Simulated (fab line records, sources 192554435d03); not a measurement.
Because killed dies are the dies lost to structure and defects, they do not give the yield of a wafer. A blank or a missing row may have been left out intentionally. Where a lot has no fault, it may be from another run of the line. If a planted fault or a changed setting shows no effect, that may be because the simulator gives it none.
Which of the tools did it? | flow n5-finfet | 30 wafers from 10 lots sampled at 2 of the route's 1938 steps

== WHAT EACH GAUGE READ, for each wafer ==
N5_BEOL_M13_INSPECT_30: inspects for defects (macro). Usual: raw-defect-count reads 2.1 (standard deviation 1.5).
lot  | measured     | on                | raw-defect-count | flag
L113 | day 12 01:10 | defect-inspect-01 | 2 0 1            |
L115 | day 12 05:38 | defect-inspect-02 | 1 1 1            |
L116 | day 12 17:37 | defect-inspect-01 | 2 3 1            |
L118 | day 12 22:37 | defect-inspect-01 | 1 1 2            |
L119 | day 13 10:25 | defect-inspect-01 | 5 2 2            |
L124 | day 15 03:35 | defect-inspect-02 | 2 1 1            |
L126 | day 15 08:23 | defect-inspect-01 | 1 3 3            |
L129 | day 16 04:29 | defect-inspect-01 | 2 2 0            |
L132 | day 16 10:38 | defect-inspect-02 | 2 2 9            |
L135 | day 17 21:37 | defect-inspect-02 | 1 1 5            |

== WHAT TOOL EACH LOT RAN ON (gives the tool, then ch and the chambers of the sampled wafers, and finally the start) ==
lot  | N5_BEOL_M13_STRIP_64
L113 | plasma-asher-02 ch 0,1, day 12 00:31
L115 | plasma-asher-02 ch 0,1, day 12 04:59
L116 | plasma-asher-01 ch 0,1, day 12 16:58
L118 | plasma-asher-01 ch 0,1, day 12 21:58
L119 | plasma-asher-01 ch 0, day 13 09:46
L124 | plasma-asher-01 ch 0,1, day 15 02:48
L126 | plasma-asher-02 ch 0,1, day 15 07:52
L129 | plasma-asher-01 ch 0,1, day 16 03:57
L132 | plasma-asher-01 ch 0, day 16 10:07
L135 | plasma-asher-02 ch 0,1, day 17 21:04
- N5_BEOL_M13_STRIP_64: strips in N2/H2.

== AS READ BY THE TOOLS THEMSELVES (means over the sampled wafers that have a number; for cases with no such wafer, the mark the record gives instead) ==
N5_BEOL_M13_STRIP_64. Usual: drypump-motor-current-A 5.4 A, standard deviation 0.48; heater-power-w 336 W, standard deviation 22; n2-flow-sccm 1750 sccm, standard deviation 5.5; oes-product-au 0.715 a.u., standard deviation 0.0045; strip-time-to-endpoint-s 31.31 s, standard deviation 0.071.
lot  | tool            | drypump-motor-current-A (A) | heater-power-w (W) | n2-flow-sccm (sccm) | oes-product-au (a.u.) | strip-time-to-endpoint-s (s) | flag
L113 | plasma-asher-02 | 5.5                         | 313                | 1744                | 0.716                 | 31.27                        |
L115 | plasma-asher-02 | 5.5                         | 317                | 1751                | 0.712                 | 31.31                        |
L116 | plasma-asher-01 | 5.3                         | 338                | 1750                | 0.713                 | 31.20                        |
L118 | plasma-asher-01 | 5.6                         | 341                | 1755                | 0.718                 | 31.40                        |
L119 | plasma-asher-01 | 4.9                         | 329                | 1751                | 0.713                 | 31.29                        |
L124 | plasma-asher-01 | 5.6                         | 348                | 1749                | 0.715                 | 31.37                        |
L126 | plasma-asher-02 | 5.3                         | 326                | 1755                | 0.717                 | 31.34                        |
L129 | plasma-asher-01 | 5.6                         | 342                | 1747                | 0.714                 | 31.40                        |
L132 | plasma-asher-01 | 4.9                         | 327                | 1751                | 0.717                 | 31.29                        |
L135 | plasma-asher-02 | 5.5                         | 320                | 1746                | 0.718                 | 31.22                        |

== THE ANSWER, worked out from the rows above alone ==
Rule: take the mean of a lot's wafers that have a number; if it is more than 3 standard deviations from the usual mean, the lot is off. A lot without any number at a reading at which 4 lots or more have one is off too. Any other lot the step has rows for is counted as sound. Order of review: gauges by route order, followed by the tools' own readings, for which a lot's mean as printed above is used. The first step at which some lot is off is used, and at that step the reading that is off furthest; a lot without a number counts as furthest.
No lot is off on any of the readings shown, so nothing can be concluded from this.

== WHAT WAS PUT IN BY THE SIMULATOR ==
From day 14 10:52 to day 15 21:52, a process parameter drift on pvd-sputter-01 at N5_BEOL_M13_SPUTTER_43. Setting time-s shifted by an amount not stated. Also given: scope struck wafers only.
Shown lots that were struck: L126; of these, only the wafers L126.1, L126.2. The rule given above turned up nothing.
